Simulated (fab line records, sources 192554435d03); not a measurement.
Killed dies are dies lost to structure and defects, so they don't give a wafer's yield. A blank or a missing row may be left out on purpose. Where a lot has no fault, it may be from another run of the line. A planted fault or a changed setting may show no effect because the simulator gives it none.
fab line records | flow n5_finfet | part 2 of 2: steps 25 to 34 of 34
record: lots: 5 wafers: 15 last_day: 16
route steps=1938 shown BEOL_M11@1593 BEOL_M12@1602
lots that met no fault: from a run of the same line without faults
start_h: start of the lot's first displayed wafer, in hours after the record's first day | wait_h: hours since the lot's step before | " the same as in the row above | L1.1+2: a row that stands for several wafers | - either no value or no given start | * or withheld: withheld | < > ~ a bound
route shown NAME@n: NAME is a module with steps in the file, n the number in the route of the first one | usual: mean/standard deviation taken from wafers without a fault | same: alike in all rows | chamber/n: place in a boat | sites: per-site readings | _std_site: the values' standard deviation | _edge_site: inner sites' mean taken away from outer sites' mean | radius_mm: for every site, how far away it sits from the centre of the wafer | mask NAME#n: copy n | behind: the last tool/chamber to shape the wafer | hold: why the lot was held/for how many hours/how that ended | device: names the non-switching transistor (n, p or np) | end of line: tests run on the same wafers once the route is complete | a step with no rows: only its recipe | killed: at the first sort, the dies lost to defects and structure; wafer yield is something else | map: the dies of a wafer, with x for killed, . for not killed, _ for no die there
set.NAME: the run value of the setting; set.NAME@STEP: its run value at that earlier step | model.NAME: the simulator's own value behind a step, which no gauge read
lots at some steps of the route; a table a step, a row a wafer
services: when a tool's chamber went out of use (start_h, in hours from the record's first day, below 0 if earlier), for how many hours, and the reason
== steps ==
step: N5_BEOL_M12_VIA_ETCH_16
recipe: chemistry: C4F8/O2/Ar target: SiOC pressure_mtorr: 30 source_w: 3000 bias_w: 700 Ar_flow_sccm: 400 C4F8_flow_sccm: 15 O2_flow_sccm: 8 he_inner_torr: 15 he_outer_torr: 30 target_depth_a: 7248 time_s: withheld ion_energy_ev: 250 ends: cleared
usual: drypump_motor_current_A: 5.6/0.53 he_outer_torr: 30.01/0.055 oes_product_au: 0.75/0.064 rf_fwd_power_W: 2991/8.6 rf_vpp_V: 665.4/3 showerhead_plenum_p_Torr: 3.40/0.11 throttle_valve_pct: 24.04/0.17
columns lot.wafer tool chamber start_h wait_h drypump_motor_current_A he_outer_torr oes_product_au rf_fwd_power_W rf_vpp_V showerhead_plenum_p_Torr throttle_valve_pct
L081.1 rie_diel-05 0 277.61 0.0 5.5 29.88 0.70 3003 661.1 3.28 24.01
L081.3 " 2 " " 6.5 30.02 0.76 2972 670.6 3.60 24.17
L081.4 " 3 " " 5.7 29.96 0.79 2994 663.7 3.31 24.22
L083.1 rie_diel-06 3 296.48 0.0 5.7 29.99 0.80 2988 665.0 3.33 23.73
L083.2 " 1 " " 5.5 30.09 0.79 2993 666.0 3.49 24.23
L083.3 " 2 " " 6.4 29.98 0.76 2995 669.8 3.58 23.95
L093.3 rie_diel-05 2 347.92 0.0 6.5 29.89 0.72 2998 670.3 3.59 24.19
L093.4 " 1 " " 5.4 30.05 0.80 3001 663.9 3.36 24.00
L093.5 " 3 " " 5.7 30.00 0.76 2988 663.7 3.30 24.25
L092.2 rie_diel-02 3 351.17 0.0 6.5 30.13 0.86 3000 662.8 3.35 23.97
L092.3 " 1 " " 5.3 30.11 0.63 2993 664.6 3.41 24.29
L092.5 " 1 " " 5.3 30.02 0.63 2992 663.2 3.41 24.29
L094.1 rie_diel-02 2 353.26 0.0 4.7 30.09 0.66 2998 668.7 3.52 23.86
L094.4 " 1 " " 5.3 30.06 0.63 2997 663.3 3.41 24.29
L094.5 " 3 " " 6.5 29.96 0.86 3003 664.5 3.35 23.98
step: N5_BEOL_M12_STRIP_63
recipe: chemistry: N2/H2 power_w: 1000 temp_c: 250 h2_frac: 0.65 overash_fraction: 0.3 pressure_mtorr: 1000 n2_flow_sccm: 1750 h2_flow_sccm: 3250
usual: drypump_motor_current_A: 5.7/0.52 h2_flow_sccm: 3248/9 heater_power_w: 330/40 oes_product_au: 0.694/0.0046 strip_time_to_endpoint_s: 42.8/1.1 temp_c: 250.06/0.2
columns lot.wafer tool chamber start_h wait_h drypump_motor_current_A h2_flow_sccm heater_power_w oes_product_au rf_hours_counter_h strip_time_to_endpoint_s temp_c
L081.1 plasma_asher-01 1 277.81 - 5.8 3243 334 0.689 82 42.0 249.91
L081.3 " 0 " " 6.2 3245 303 0.711 - 44.8 249.99
L081.4 " 1 " " 5.8 3251 336 0.692 - 43.5 249.99
L083.1 plasma_asher-01 0 296.70 - 6.2 3241 304 0.689 85 43.0 249.94
L083.2 " 1 " " 5.9 3240 338 0.698 85 42.1 250.17
L083.3 " 1 " " 5.8 3245 334 0.692 - 43.3 250.15
L093.3 plasma_asher-02 0 348.14 - 4.9 3248 294 0.701 - 45.7 250.14
L093.4 " 1 " " 6.1 3258 387 0.692 - 41.6 250.26
L093.5 " 1 " " 6.1 3238 397 0.700 - 44.4 249.68
L092.2 plasma_asher-01 0 351.37 - 6.2 3234 311 0.696 96 42.7 250.20
L092.3 " 0 " " 6.2 3253 296 0.697 - 44.3 250.09
L092.5 " 0 " " 6.2 3237 299 0.696 - 43.1 250.17
L094.1 plasma_asher-01 1 353.46 - 5.9 3254 332 0.699 96 45.1 249.93
L094.4 " 0 " " 6.3 3251 303 0.694 - 44.3 250.29
L094.5 " 0 " " 6.2 3249 303 0.692 - 41.2 249.99
step: N5_BEOL_M12_STRIP_64
recipe: chemistry: N2/H2 power_w: 1000 temp_c: 250 h2_frac: 0.65 overash_fraction: 0.3 pressure_mtorr: withheld n2_flow_sccm: 1750 h2_flow_sccm: 3250
usual: drypump_motor_current_A: 5.7/0.53 h2_flow_sccm: 3249/9.3 heater_power_w: 330/40 oes_product_au: 0.714/0.0042 strip_time_to_endpoint_s: 31.29/0.068 temp_c: 249.98/0.17
columns lot.wafer tool chamber start_h wait_h drypump_motor_current_A h2_flow_sccm heater_power_w oes_product_au rf_hours_counter_h strip_time_to_endpoint_s temp_c
L081.1 plasma_asher-01 1 277.87 0.0 5.9 3240 329 0.718 82 31.21 249.91
L081.3 " 0 " " 6.2 3237 304 0.714 - 31.28 249.96
L081.4 " 1 " " 5.9 3245 328 0.710 - 31.24 250.02
L083.1 plasma_asher-01 0 296.76 0.0 6.2 3241 303 0.725 85 31.27 249.93
L083.2 " 1 " " 5.8 3256 328 0.717 85 31.29 250.22
L083.3 " 1 " " 5.8 3242 336 0.715 - 31.27 250.12
L093.3 plasma_asher-02 0 348.20 0.0 4.9 3246 287 0.712 - 31.23 249.72
L093.4 " 1 " " 6.1 3237 396 0.713 - 31.29 250.14
L093.5 " 1 " " 6.1 3240 382 0.709 - 31.29 250.01
L092.2 plasma_asher-01 0 351.43 0.0 6.2 3245 306 0.715 96 31.28 250.02
L092.3 " 0 " " 6.2 3251 306 0.713 - 31.35 250.14
L092.5 " 0 " " 6.2 3244 304 0.711 - 31.38 250.23
L094.1 plasma_asher-01 1 353.52 0.0 5.9 3268 333 0.714 96 31.28 249.84
L094.4 " 0 " " 6.2 3252 300 0.716 - 31.27 250.23
L094.5 " 0 " " 6.2 3243 300 0.711 - 31.21 249.92
step: N5_BEOL_M12_STRIP_71
recipe: chemistry: post_etch_residue_remover time_s: 60 temp_c: 25 remover_ph: withheld remover_water_wt_pct: withheld remover_fluoride_wt_pct: withheld
usual: temp_c: 25.00/0.12
columns lot.wafer tool chamber start_h wait_h temp_c
L081.1 wet_bench-03 0 277.95 0.1 24.89
L081.3 " 6 " " 25.13
L081.4 " 7 " " 24.89
L083.1 wet_bench-06 1 296.85 0.1 25.04
L083.2 " 5 " " 25.04
L083.3 " 6 " " 24.94
L093.3 wet_bench-03 1 348.27 0.0 24.82
L093.4 " 2 " " 24.93
L093.5 " 7 " " 24.90
L092.2 wet_bench-03 7 351.52 0.1 25.10
L092.3 " 1 " " 25.02
L092.5 " 2 " " 24.84
L094.1 wet_bench-03 1 353.61 0.1 25.22
L094.4 " 4 " " 24.83
L094.5 " 6 " " 24.88
step: N5_BEOL_M12_SRD_72
recipe: time_s: 30 temp_c: 23 rinse_liquid: diw dry: n2_spin spin_rpm: 1500 dry_time_s: 30
usual: temp_c: 23.00/0.11
columns lot.wafer tool chamber start_h wait_h temp_c
L081.1 wet_bench-03 0 277.99 0.0 22.91
L081.3 " 6 " " 23.22
L081.4 " 7 " " 23.17
L083.1 wet_bench-06 1 296.87 0.0 22.95
L083.2 " 5 " " 22.79
L083.3 " 6 " " 23.21
L093.3 wet_bench-03 1 348.29 0.0 23.02
L093.4 " 2 " " 22.86
L093.5 " 7 " " 23.04
L092.2 wet_bench-03 7 351.54 0.0 22.93
L092.3 " 1 " " 23.03
L092.5 " 2 " " 22.96
L094.1 wet_bench-03 1 353.63 0.0 23.16
L094.4 " 4 " " 23.08
L094.5 " 6 " " 23.04
step: N5_BEOL_M12_CD_MEAS_17
recipe: target_cd_nm: 140 polarity: opening
usual: cd_nm: 140.6/2.9
columns lot.wafer tool chamber start_h wait_h cd_nm
L081.1 cd_sem-01 - 278.05 0.0 143.1
L081.3 " - " " 141.5
L081.4 " - " " 140.1
L083.1 cd_sem-03 - 296.91 0.0 140.0
L083.2 " - " " 147.1
L083.3 " - " " 141.2
L093.3 cd_sem-01 - 348.33 0.0 140.6
L093.4 " - " " 140.2
L093.5 " - " " 142.5
L092.2 cd_sem-01 - 351.58 0.0 142.9
L092.3 " - " " 144.0
L092.5 " - " " 140.6
L094.1 cd_sem-01 - 353.67 0.0 140.5
L094.4 " - " " 141.4
L094.5 " - " " 142.9
step: N5_BEOL_M12_COAT_65
recipe: resist: SOC temp_c: 250 time_s: 60 spin_rpm: 1500 resist_thk_nm: 300
columns lot.wafer tool chamber start_h wait_h
L081.1+3+4 litho_track-01 0 278.09 0.0
L083.1+2+3 litho_track-04 0 296.95 0.0
L093.3+4+5 litho_track-01 0 348.36 0.0
L092.2+3+5 litho_track-05 0 351.62 0.0
L094.1+4+5 litho_track-04 0 353.71 0.0
step: N5_BEOL_M12_COAT_66
recipe: resist: SiARC temp_c: 220 time_s: 60 spin_rpm: 1500 resist_thk_nm: 110
columns lot.wafer tool chamber start_h wait_h
L081.1+3+4 litho_track-01 0 - -
L083.1+2+3 litho_track-04 0 - -
L093.3+4+5 litho_track-01 0 - -
L092.2+3+5 litho_track-05 0 - -
L094.1+4+5 litho_track-04 0 - -
step: N5_BEOL_M12_COAT_22
recipe: spin_rpm: 2888 resist_thk_nm: 300
columns lot.wafer tool chamber start_h wait_h
L081.1+3+4 litho_track-01 0 - -
L083.1+2+3 litho_track-04 0 - -
L093.3+4+5 litho_track-01 0 - -
L092.2+3+5 litho_track-05 0 - -
L094.1+4+5 litho_track-04 0 - -
step: N5_BEOL_M12_EBR_24
recipe: solvent: PGMEA ebr_width_mm: 1.5
columns lot.wafer tool chamber start_h wait_h
L081.1+3+4 litho_track-01 0 - -
L083.1+2+3 litho_track-04 0 - -
L093.3+4+5 litho_track-01 0 - -
L092.2+3+5 litho_track-05 0 - -
L094.1+4+5 litho_track-04 0 - -
== services ==
columns tool chamber start_h hours kind
rie_diel-06 0 252.51 12.0 repair
cmp-02 - 259.65 4.0 pm
rie_diel-02 3 262.99 5.7 repair
cmp-04 - 264.38 0.9 repair
krf_scanner-01 - 266.05 11.6 pm
cmp-02 - 267.05 16.2 repair
plasma_asher-02 - 269.70 2.1 repair
rie_diel-02 - 271.93 0.3 repair
krf_scanner-01 - 283.87 1.3 pm
plasma_asher-01 - 286.98 0.7 repair
ecd_cu-02 - 288.11 6.3 pm
krf_scanner-02 - 289.26 4.4 pm
cmp-02 - 289.29 0.4 repair
rie_diel-05 0 291.72 5.4 repair
rie_diel-06 0 295.00 3.9 repair
krf_scanner-02 - 296.58 21.0 pm
plasma_asher-01 - 296.98 0.4 repair
cmp-04 - 306.77 4.9 repair
ecd_cu-02 - 312.00 0.6 repair
krf_scanner-02 - 317.58 1.3 pm
plasma_asher-02 - 319.34 0.4 repair
rie_diel-06 2 319.55 5.6 repair
pecvd-04 - 331.13 1.0 repair
rie_diel-05 0 340.89 8.1 repair
